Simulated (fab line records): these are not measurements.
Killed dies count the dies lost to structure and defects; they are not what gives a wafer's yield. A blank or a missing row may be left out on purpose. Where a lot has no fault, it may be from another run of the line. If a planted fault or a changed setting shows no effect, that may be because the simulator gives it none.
fab line records / flow n5-finfet
record: lots: 5 wafers: 15 last-day: 17
route steps=1938 shown BEOL_M7@1321 BEOL_M8@1332 PASSIVATION@1936
lots that met no fault: taken from a fault-free run of the same line
start-h: start of the lot's first displayed wafer, in hours after the record's first day / wait-h: how many hours have passed since the lot's step before this one / " the same as in the row above / L1.1+2: a row that stands for several wafers / - value missing, or start not given / * or withheld: withheld / < > ~ a bound
route shown NAME@n: a module of which the file shows steps, and the number in the route of the first / usual: the fault-free wafers' mean and standard deviation / same: alike in all rows / chamber/n: place in a boat / sites: each site's reading / _std_site: their standard deviation / _edge_site: outer sites' mean less inner sites' / radius-mm: how far each site lies from the wafer's centre / mask NAME#n: copy n / behind: the most recent tool/chamber to have shaped the wafer / hold: why the lot went on hold/how many hours it stayed there/how the hold came to an end / device: whichever transistor did not switch (one of n, p or np) / end of line: tests of these same wafers at the route's end / for a step that has no rows: nothing shown but its recipe / killed: not the wafer's yield, but the dies lost to structure and defects at the first sort / map: shows each die of a wafer: x if killed, . if not, _ if none is there
set.NAME: the setting the step ran with; set.NAME@STEP: the setting that earlier step ran with / model.NAME: the simulator's own value behind a step, which no gauge read
certain route steps with their lots: each step a table, each wafer a row
services: from which hour (start-h, from the record's first day; less than 0 if before it) a tool's chamber was out of use, for how many hours, and why
== steps ==
step: N5_BEOL_M7_SURFACE_TREAT_79
recipe: gas: Ar time-s: * ion-energy-ev: * ion-current-ma-cm2: 0.5 pressure-mtorr: * ar-flow-sccm: 30
step: N5_BEOL_M7_CVD_78
recipe: material: Co target-thk-a: 20 temp-c: withheld precursor: CCTBA/H2 pressure-torr: 30 time-s: 142.3
step: N5_BEOL_M7_SPUTTER_48
recipe: material: Cu target-thk-a: 100 temp-c: -20 bias-v: 60 power-w: 26000 chamber-pressure-pa: 0.13 time-s: 1.667
step: N5_BEOL_M7_ECD_50
recipe: material: Cu target-thk-a: 3000
step: N5_BEOL_M7_ANNEAL_51
recipe: temp-c: 225 time-s: 90 ambient: N2
step: N5_BEOL_M7_CMP_52
recipe: stop-on: SiCOH_lowk t-overpolish-s: 6.9 down-force-psi: 1 platen-rpm: 50 clearing-platen-down-force-psi: 1.5 clearing-platen-rpm: 50 post-cmp-clean: cu-alkaline target-thk-nm: 80 clearing-platen-pad-velocity-m-s: 0.99484 pad-velocity-m-s: 0.99484
step: N5_BEOL_M7_PRE_CLEAN_55
recipe: gas: NH3 time-s: 15 temp-c: withheld rf-power-w: 300
step: N5_BEOL_M7_DEP_56
recipe: material: SiCN target-thk-a: 100 temp-c: withheld precursor: 3MS/NH3 pressure-torr: 3 rf-w: 202 time-s: 17.5
step: N5_BEOL_M8_ILD_DEP_00
recipe: material: SiCOH_lowk target-thk-a: 1797.5 temp-c: 300 precursor: DEMS/porogen pressure-torr: 5 rf-w: 500 time-s: 33.4
step: N5_BEOL_M8_CURE_74
recipe: temp-c: 385 time-s: 240 ambient: He/Ar material: SiCOH_lowk
usual: lamp-power-pct: 52.31/0.057 run-length-s: 286.8/1.5 wafer_temp_C_max: 386.8/0.58
lot.wafer=L850.2 tool=uv-cure-03 chamber=2 start-h=273.15 wait-h=0.1 lamp-power-pct=- run-length-s=- wafer_temp_C_max=- model.SiCOH_lowk_of_BEOL_M8_ILD_DEP_00.thk-nm=181.8
lot.wafer=L850.4 tool=uv-cure-03 chamber=2 start-h=273.15 wait-h=0.1 lamp-power-pct=- run-length-s=- wafer_temp_C_max=- model.SiCOH_lowk_of_BEOL_M8_ILD_DEP_00.thk-nm=181
lot.wafer=L850.6 tool=uv-cure-03 chamber=2 start-h=273.15 wait-h=0.1 lamp-power-pct=- run-length-s=- wafer_temp_C_max=- model.SiCOH_lowk_of_BEOL_M8_ILD_DEP_00.thk-nm=183.4
lot.wafer=L851.2 tool=uv-cure-01 chamber=0 start-h=283.31 wait-h=0.1 lamp-power-pct=- run-length-s=- wafer_temp_C_max=- model.SiCOH_lowk_of_BEOL_M8_ILD_DEP_00.thk-nm=180.4
lot.wafer=L851.4 tool=uv-cure-01 chamber=0 start-h=283.31 wait-h=0.1 lamp-power-pct=- run-length-s=- wafer_temp_C_max=- model.SiCOH_lowk_of_BEOL_M8_ILD_DEP_00.thk-nm=181.4
lot.wafer=L851.5 tool=uv-cure-01 chamber=0 start-h=283.31 wait-h=0.1 lamp-power-pct=- run-length-s=- wafer_temp_C_max=- model.SiCOH_lowk_of_BEOL_M8_ILD_DEP_00.thk-nm=183.2
lot.wafer=L852.1 tool=uv-cure-02 chamber=0 start-h=284.16 wait-h=0.0 lamp-power-pct=- run-length-s=- wafer_temp_C_max=- model.SiCOH_lowk_of_BEOL_M8_ILD_DEP_00.thk-nm=178.4
lot.wafer=L852.3 tool=uv-cure-02 chamber=0 start-h=284.16 wait-h=0.0 lamp-power-pct=- run-length-s=- wafer_temp_C_max=- model.SiCOH_lowk_of_BEOL_M8_ILD_DEP_00.thk-nm=180.6
lot.wafer=L852.4 tool=uv-cure-02 chamber=0 start-h=284.16 wait-h=0.0 lamp-power-pct=- run-length-s=- wafer_temp_C_max=- model.SiCOH_lowk_of_BEOL_M8_ILD_DEP_00.thk-nm=181.6
lot.wafer=L854.2 tool=uv-cure-02 chamber=2 start-h=305.17 wait-h=0.1 lamp-power-pct=52.34 run-length-s=286.1 wafer_temp_C_max=386.1 model.SiCOH_lowk_of_BEOL_M8_ILD_DEP_00.thk-nm=153.2
lot.wafer=L854.3 tool=uv-cure-02 chamber=2 start-h=305.17 wait-h=0.1 lamp-power-pct=52.26 run-length-s=285.8 wafer_temp_C_max=386.1 model.SiCOH_lowk_of_BEOL_M8_ILD_DEP_00.thk-nm=152.2
lot.wafer=L854.5 tool=uv-cure-02 chamber=2 start-h=305.17 wait-h=0.1 lamp-power-pct=52.31 run-length-s=285.7 wafer_temp_C_max=386.0 model.SiCOH_lowk_of_BEOL_M8_ILD_DEP_00.thk-nm=157.2
lot.wafer=L859.1 tool=uv-cure-03 chamber=1 start-h=319.22 wait-h=0.0 lamp-power-pct=52.39 run-length-s=285.8 wafer_temp_C_max=386.9 model.SiCOH_lowk_of_BEOL_M8_ILD_DEP_00.thk-nm=151.8
lot.wafer=L859.4 tool=uv-cure-03 chamber=1 start-h=319.22 wait-h=0.0 lamp-power-pct=52.35 run-length-s=285.7 wafer_temp_C_max=386.7 model.SiCOH_lowk_of_BEOL_M8_ILD_DEP_00.thk-nm=155.2
lot.wafer=L859.5 tool=uv-cure-03 chamber=1 start-h=319.22 wait-h=0.0 lamp-power-pct=52.26 run-length-s=285.9 wafer_temp_C_max=386.2 model.SiCOH_lowk_of_BEOL_M8_ILD_DEP_00.thk-nm=157
step: N5_BEOL_M8_THK_MEAS_01
recipe: reads: SiCOH_lowk_of_BEOL_M8_ILD_DEP_00
usual: M8_ILD_THK: 155.0/2.4
lot.wafer=L850.2 tool=film-metro-01 chamber=- start-h=273.58 wait-h=0.4 M8_ILD_THK[nm]=181.8
lot.wafer=L850.4 tool=film-metro-01 chamber=- start-h=273.58 wait-h=0.4 M8_ILD_THK[nm]=181.0
lot.wafer=L850.6 tool=film-metro-01 chamber=- start-h=273.58 wait-h=0.4 M8_ILD_THK[nm]=183.2
lot.wafer=L851.2 tool=film-metro-02 chamber=- start-h=283.75 wait-h=0.4 M8_ILD_THK[nm]=180.2
lot.wafer=L851.4 tool=film-metro-02 chamber=- start-h=283.75 wait-h=0.4 M8_ILD_THK[nm]=181.4
lot.wafer=L851.5 tool=film-metro-02 chamber=- start-h=283.75 wait-h=0.4 M8_ILD_THK[nm]=183.4
lot.wafer=L852.1 tool=film-metro-02 chamber=- start-h=284.68 wait-h=0.4 M8_ILD_THK[nm]=178.5
lot.wafer=L852.3 tool=film-metro-02 chamber=- start-h=284.68 wait-h=0.4 M8_ILD_THK[nm]=180.5
lot.wafer=L852.4 tool=film-metro-02 chamber=- start-h=284.68 wait-h=0.4 M8_ILD_THK[nm]=181.6
lot.wafer=L854.2 tool=film-metro-02 chamber=- start-h=305.60 wait-h=0.4 M8_ILD_THK[nm]=153.0
lot.wafer=L854.3 tool=film-metro-02 chamber=- start-h=305.60 wait-h=0.4 M8_ILD_THK[nm]=152.1
lot.wafer=L854.5 tool=film-metro-02 chamber=- start-h=305.60 wait-h=0.4 M8_ILD_THK[nm]=157.2
lot.wafer=L859.1 tool=film-metro-02 chamber=- start-h=319.73 wait-h=0.4 M8_ILD_THK[nm]=151.8
lot.wafer=L859.4 tool=film-metro-02 chamber=- start-h=319.73 wait-h=0.4 M8_ILD_THK[nm]=155.2
lot.wafer=L859.5 tool=film-metro-02 chamber=- start-h=319.73 wait-h=0.4 M8_ILD_THK[nm]=157.0
step: N5_BEOL_M8_PECVD_70
recipe: material: SiO2 target-thk-a: 200 temp-c: 400 precursor: TEOS/O2 pressure-torr: 5.5 rf-w: 450 teos-flow-sccm: 53.8 gas: O2 flow-sccm: 3000 time-s: 22.7
step: N5_BEOL_M8_HM_DEP_02
recipe: material: TiN target-thk-a: 200 temp-c: 25 chamber-pressure-pa: 0.49996
step: N5_BEOL_M8_COAT_59
recipe: resist: SOC temp-c: 250 time-s: 60 spin-rpm: 1500 resist-thk-nm: 100
step: N5_BEOL_M8_COAT_60
recipe: resist: SiARC temp-c: 220 time-s: 60 spin-rpm: 1500 resist-thk-nm: 35
step: N5_BEOL_M8_COAT_05
recipe: resist: CAR-ArF spin-rpm: 1500 resist-thk-nm: 90
step: N5_BEOL_M8_EBR_07
recipe: solvent: PGMEA ebr-width-mm: 1.5
step: N5_BEOL_M8_SOFTBAKE_06
recipe: temp-c: 110 time-s: 60 resist: CAR-ArF
step: N5_BEOL_M8_EXPOSE_08
recipe: mask-id: M8 na: 1.35 source-shape: dipole sigma-inner: 0.817 sigma-outer: 0.97 polarization: te dose-mj: 68.25
step: N5_BEOL_M8_PEB_09
recipe: peb-temp-c: withheld peb-time-s: 60 resist: CAR-ArF
step: N5_BEOL_M8_DEVELOP_10
recipe: develop-time-s: 30 developer: TMAH resist: CAR-ArF rinse-liquid: diw dry: air-spin dev-temp-c: 23
step: N5_BEOL_M8_DESCUM_16
recipe: chemistry: O2 time-s: 7.9 source-power-w: 50 bias-power-w: 20 pressure-mtorr: 20 rf-frequency-hz: 2.712e+07 temp-c: 40 resist: CAR-ArF o2-flow-sccm: 225
step: N5_BEOL_M8_ETCH_61
recipe: chemistry: CF4 target: SiARC target-depth-a: 455 mask-material: CAR-ArF time-s: 75.8 ion-energy-ev: 80 pressure-mtorr: 40 source-w: 545 bias-w: 36 Ar_flow_sccm: 100 cf4-flow-sccm: 100 ends: cleared
step: N5_BEOL_M8_ETCH_62
recipe: chemistry: N2/H2 target: SOC target-depth-a: 1100 overetch-a: 220 mask-material: SiARC temp-c: 40 time-s: 165 ion-energy-ev: 200 pressure-mtorr: 30 source-w: 840 bias-w: 150 n2-flow-sccm: 200 h2-flow-sccm: 200
step: N5_BEOL_M8_STRIP_68
recipe: chemistry: N2/H2 temp-c: 40 n2-flow-sccm: 200 h2-flow-sccm: 200 rf-frequency-hz: 6e+07
step: N5_BEOL_M8_STRIP_67
recipe: chemistry: CF4 resist: SiARC power-w: 300 bias-power-w: 75 pressure-mtorr: 50 cf4-flow-sccm: 150 rf-frequency-hz: 6e+07
step: N5_BEOL_M8_HM_OPEN_17
recipe: chemistry: Cl2/BCl3 target-depth-a: 200 overetch-a: 60 target: TiN mask-material: SOC ion-energy-ev: 150 pressure-mtorr: 10 icp-w: 1000 bias-w: 126 Cl2_flow_sccm: 53.25 bcl3-flow-sccm: 21.75 Ar_flow_sccm: 25
step: N5_BEOL_M8_STRIP_19
recipe: chemistry: O2 power-w: 400 temp-c: 40 pressure-mtorr: 30 rf-frequency-hz: 6e+07 bias-power-w: 0 overash-fraction: 0.2 o2-flow-sccm: 225
step: N5_BEOL_M8_COAT_63
recipe: resist: SOC temp-c: 250 time-s: 60 spin-rpm: 1500 resist-thk-nm: 60
step: N5_BEOL_M8_COAT_64
recipe: resist: SiARC temp-c: 220 time-s: 60 spin-rpm: 1500 resist-thk-nm: 12
step: N5_BEOL_M8_COAT_71
recipe: resist: underlayer temp-c: 205 time-s: 60 spin-rpm: 1500 resist-thk-nm: 5
step: N5_BEOL_M8_COAT_22
recipe: resist: CAR-EUV spin-rpm: 1500 resist-thk-nm: 30
step: N5_BEOL_M8_EBR_24
recipe: solvent: PGMEA ebr-width-mm: 1.5
step: N5_BEOL_M8_SOFTBAKE_23
recipe: temp-c: 110 time-s: 60 resist: CAR-EUV
step: N5_BEOL_M8_EXPOSE_25
recipe: mask-id: V7 na: 0.33 source-shape: annular sigma-inner: 0.4 sigma-outer: 0.8 polarization: unpolarized target-cd-nm: 40 dose-mj: 42.5
step: N5_BEOL_M8_CMP_52
recipe: stop-on: SiCOH_lowk t-overpolish-s: 6.9 down-force-psi: 1 platen-rpm: 50 clearing-platen-down-force-psi: 1.5 clearing-platen-rpm: 50 post-cmp-clean: cu-alkaline target-thk-nm: 80 clearing-platen-pad-velocity-m-s: 0.99484 pad-velocity-m-s: 0.99484
usual: clearing-platen-rpm: 50.002/0.029 motor-current-A: 6.2/0.67
lot.wafer=L850.4 tool=cmp-01 chamber=2 start-h=277.96 wait-h=0.2 clearing-platen-rpm=50.000 motor-current-A=4.7 model.SiCOH_lowk_of_BEOL_M8_ILD_DEP_00.thk-nm=178
lot.wafer=L850.2 tool=cmp-01 chamber=0 start-h=277.96 wait-h=0.2 clearing-platen-rpm=50.001 motor-current-A=6.0 model.SiCOH_lowk_of_BEOL_M8_ILD_DEP_00.thk-nm=178.8
lot.wafer=L850.6 tool=cmp-01 chamber=2 start-h=277.96 wait-h=0.2 clearing-platen-rpm=50.005 motor-current-A=4.8 model.SiCOH_lowk_of_BEOL_M8_ILD_DEP_00.thk-nm=180.4
lot.wafer=L851.4 tool=cmp-02 chamber=0 start-h=291.39 wait-h=0.2 clearing-platen-rpm=50.002 motor-current-A=6.0 model.SiCOH_lowk_of_BEOL_M8_ILD_DEP_00.thk-nm=178.4
lot.wafer=L851.2 tool=cmp-02 chamber=1 start-h=291.39 wait-h=0.2 clearing-platen-rpm=49.990 motor-current-A=7.4 model.SiCOH_lowk_of_BEOL_M8_ILD_DEP_00.thk-nm=177.4
lot.wafer=L851.5 tool=cmp-02 chamber=3 start-h=291.39 wait-h=0.2 clearing-platen-rpm=49.977 motor-current-A=6.2 model.SiCOH_lowk_of_BEOL_M8_ILD_DEP_00.thk-nm=180.2
lot.wafer=L852.3 tool=cmp-01 chamber=1 start-h=291.55 wait-h=0.2 clearing-platen-rpm=49.991 motor-current-A=5.9 model.SiCOH_lowk_of_BEOL_M8_ILD_DEP_00.thk-nm=177.6
lot.wafer=L852.1 tool=cmp-01 chamber=2 start-h=291.55 wait-h=0.2 clearing-platen-rpm=50.009 motor-current-A=4.8 model.SiCOH_lowk_of_BEOL_M8_ILD_DEP_00.thk-nm=175.4
lot.wafer=L852.4 tool=cmp-01 chamber=3 start-h=291.55 wait-h=0.2 clearing-platen-rpm=50.027 motor-current-A=5.9 model.SiCOH_lowk_of_BEOL_M8_ILD_DEP_00.thk-nm=178.6
lot.wafer=L854.2 tool=cmp-01 chamber=1 start-h=312.08 wait-h=0.4 clearing-platen-rpm=50.010 motor-current-A=6.0 model.SiCOH_lowk_of_BEOL_M8_ILD_DEP_00.thk-nm=150.2
lot.wafer=L854.3 tool=cmp-01 chamber=2 start-h=312.08 wait-h=0.4 clearing-platen-rpm=50.020 motor-current-A=4.8 model.SiCOH_lowk_of_BEOL_M8_ILD_DEP_00.thk-nm=149.2
lot.wafer=L854.5 tool=cmp-01 chamber=0 start-h=312.08 wait-h=0.4 clearing-platen-rpm=49.987 motor-current-A=6.0 model.SiCOH_lowk_of_BEOL_M8_ILD_DEP_00.thk-nm=154.2
lot.wafer=L859.4 tool=cmp-02 chamber=2 start-h=329.50 wait-h=0.2 clearing-platen-rpm=50.022 motor-current-A=6.0 model.SiCOH_lowk_of_BEOL_M8_ILD_DEP_00.thk-nm=152.2
lot.wafer=L859.1 tool=cmp-02 chamber=3 start-h=329.50 wait-h=0.2 clearing-platen-rpm=49.998 motor-current-A=6.7 model.SiCOH_lowk_of_BEOL_M8_ILD_DEP_00.thk-nm=148.8
lot.wafer=L859.5 tool=cmp-02 chamber=1 start-h=329.50 wait-h=0.2 clearing-platen-rpm=49.999 motor-current-A=7.2 model.SiCOH_lowk_of_BEOL_M8_ILD_DEP_00.thk-nm=154
step: N5_PASSIVATION_PROBE_49
usual: defect-limited-yield: 91.5/1.4 killed_at_M0_to_M3: 32/11 killed_at_M4_up: 12/4.4 killed-at-contacts: 13/6.1 killed-at-front-end: 39/12 killed-at-other: 3.9/3 killed-dies: 100/17 killed-open: 66/12 killed-short: 33/7.4 sort_bin_4_leakage: 0.03/0.14 sort_bin_5_function: 5.0/0.95 sort_bin_6_memory: 3.2/0.66 sort_bin_8_speed: 0.0/0.33 sort-n-pass: 1079/17 sort-yield-pct: 91.4/1.5
same: gross-dies: 1180 killed-at-back-side: 0
lot.wafer=L852.1 tool=prober-02 chamber=- start-h=349.25 wait-h=0.0 defect-limited-yield[%]=95.2 killed_at_M0_to_M3=13 killed_at_M4_up=17 killed-at-contacts=4 killed-at-front-end=23 killed-at-other=0 killed-dies=57 killed-open=34 killed-short=19 sort_bin_4_leakage[%]=0 sort_bin_5_function[%]=3.0 sort_bin_6_memory[%]=1.8 sort_bin_8_speed[%]=0 sort-n-pass=1123 sort-yield-pct[%]=95.2
lot.wafer=L852.3 tool=prober-02 chamber=- start-h=349.35 wait-h=0.1 defect-limited-yield[%]=92.3 killed_at_M0_to_M3=37 killed_at_M4_up=15 killed-at-contacts=16 killed-at-front-end=22 killed-at-other=1 killed-dies=91 killed-open=61 killed-short=28 sort_bin_4_leakage[%]=0 sort_bin_5_function[%]=4.7 sort_bin_6_memory[%]=3.1 sort_bin_8_speed[%]=0 sort-n-pass=1089 sort-yield-pct[%]=92.3
lot.wafer=L852.4 tool=prober-02 chamber=- start-h=349.40 wait-h=0.2 defect-limited-yield[%]=92.2 killed_at_M0_to_M3=39 killed_at_M4_up=14 killed-at-contacts=9 killed-at-front-end=25 killed-at-other=5 killed-dies=92 killed-open=61 killed-short=30 sort_bin_4_leakage[%]=0 sort_bin_5_function[%]=4.2 sort_bin_6_memory[%]=3.3 sort_bin_8_speed[%]=0 sort-n-pass=1088 sort-yield-pct[%]=92.2
lot.wafer=L851.2 tool=prober-02 chamber=- start-h=353.66 wait-h=0.1 defect-limited-yield[%]=90.4 killed_at_M0_to_M3=33 killed_at_M4_up=15 killed-at-contacts=12 killed-at-front-end=46 killed-at-other=7 killed-dies=113 killed-open=81 killed-short=29 sort_bin_4_leakage[%]=0.34 sort_bin_5_function[%]=5.4 sort_bin_6_memory[%]=3.9 sort_bin_8_speed[%]=0 sort-n-pass=1063 sort-yield-pct[%]=90.1
lot.wafer=L851.4 tool=prober-02 chamber=- start-h=353.76 wait-h=0.2 defect-limited-yield[%]=93.5 killed_at_M0_to_M3=28 killed_at_M4_up=4 killed-at-contacts=8 killed-at-front-end=29 killed-at-other=8 killed-dies=77 killed-open=40 killed-short=35 sort_bin_4_leakage[%]=0 sort_bin_5_function[%]=3.8 sort_bin_6_memory[%]=2.3 sort_bin_8_speed[%]=0 sort-n-pass=1103 sort-yield-pct[%]=93.5
lot.wafer=L851.5 tool=prober-02 chamber=- start-h=353.81 wait-h=0.2 defect-limited-yield[%]=90.0 killed_at_M0_to_M3=36 killed_at_M4_up=9 killed-at-contacts=12 killed-at-front-end=50 killed-at-other=11 killed-dies=118 killed-open=80 killed-short=35 sort_bin_4_leakage[%]=0 sort_bin_5_function[%]=5.8 sort_bin_6_memory[%]=3.8 sort_bin_8_speed[%]=0 sort-n-pass=1062 sort-yield-pct[%]=90.0
killed by level:class
L852.1 BEOL_M4:geometric-particle:open=7 STI_FIN_REVEAL:geometric-particle:open=5 STARTING-WAFER:geometric-particle:open=5 BEOL_M1:geometric-particle:open=4 BEOL_M0_SAQP:geometric-particle:short=4 MOL_CONTACT_COAG:geometric-particle:open=3 BEOL_M4:geometric-particle:short=3 BEOL_M7:geometric-particle:open=3
L852.3 MOL_CONTACT_COAG:geometric-particle:open=14 BEOL_M0_SAQP:geometric-particle:open=10 BEOL_M0_SAQP:geometric-particle:short=9 BEOL_M1:geometric-particle:open=7 BEOL_M4:geometric-particle:open=6 BEOL_M2:geometric-particle:open=5 DUMMY_GATE:geometric-particle:open=4 BEOL_M4:geometric-particle:short=4
L852.4 MOL_CONTACT_COAG:geometric-particle:open=8 BEOL_M0_SAQP:geometric-particle:short=8 BEOL_M0_SAQP:geometric-particle:open=7 BEOL_M4:geometric-particle:open=7 BEOL_M1:geometric-particle:open=6 BEOL_M2:geometric-particle:open=6 DUMMY_GATE:geometric-particle:open=5 FIN_SAQP:geometric-particle:short=4
L851.2 STI_FIN_REVEAL:geometric-particle:open=17 MOL_CONTACT_COAG:geometric-particle:open=10 BEOL_M1:geometric-particle:open=10 BEOL_M0_SAQP:geometric-particle:short=9 BEOL_M0_SAQP:geometric-particle:open=8 FIN_SAQP:geometric-particle:short=7 FIN_SAQP:geometric-particle:open=7 DUMMY_GATE:geometric-particle:open=4
L851.4 MOL_CONTACT_COAG:geometric-particle:open=6 BEOL_M0_SAQP:geometric-particle:short=6 BEOL_M0_SAQP:geometric-particle:open=6 BEOL_M2:geometric-particle:open=6 FIN_SAQP:geometric-particle:open=5 ILD0:geometric-particle:short=5 STI_FIN_REVEAL:geometric-particle:open=4 STI_FIN_REVEAL:geometric-particle:short=4
L851.5 STI_FIN_REVEAL:geometric-particle:open=19 BEOL_M3:geometric-particle:open=12 BEOL_M0_SAQP:geometric-particle:open=7 FIN_SAQP:geometric-particle:short=6 MOL_CONTACT_COAG:geometric-particle:open=6 STARTING-WAFER:geometric-particle:open=6 BEOL_M1:geometric-particle:open=5 ILD0:geometric-particle:open=4
== services ==
tool=cmp-01 chamber=- start-h=251.56 hours=4.0 kind=pm
tool=uv-cure-02 chamber=- start-h=251.76 hours=1.4 kind=repair
tool=cmp-01 chamber=- start-h=255.56 hours=- kind=consumable-replace:conditioner
tool=cmp-01 chamber=- start-h=255.56 hours=- kind=consumable-replace:pad
tool=cmp-02 chamber=- start-h=256.58 hours=0.3 kind=repair
tool=cmp-01 chamber=- start-h=260.01 hours=6.3 kind=pm
tool=uv-cure-02 chamber=- start-h=284.84 hours=3.4 kind=pm
tool=uv-cure-03 chamber=- start-h=285.03 hours=2.1 kind=pm
tool=uv-cure-03 chamber=- start-h=323.73 hours=7.5 kind=pm
== key ==
first-sign: step: N5_BEOL_M8_CURE_74 reading: tool-record direction: missing
effect: step: N5_BEOL_M8_THK_MEAS_01 reading: M8_ILD_THK direction: up sigmas: 11 usual: 155.0 struck: 181.3
model-effect: step: N5_BEOL_M8_CURE_74 value: SiCOH_lowk_of_BEOL_M8_ILD_DEP_00.thk-nm without: 156.3 struck: 181.3
model-effect: step: N5_BEOL_M8_CMP_52 value: SiCOH_lowk_of_BEOL_M8_ILD_DEP_00.thk-nm without: 153.3 struck: 178.3
met-at N5_BEOL_M8_CURE_74
struck-wafers L850.2,L850.4,L850.6,L851.2,L851.4,L851.5,L852.1,L852.3,L852.4
fault: kind: skipped-step-whole tool: uv-cure-01,uv-cure-02,uv-cure-03 chamber: - onset-h: 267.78 steps: N5_BEOL_M8_CURE_74 scope: struck-lots-only
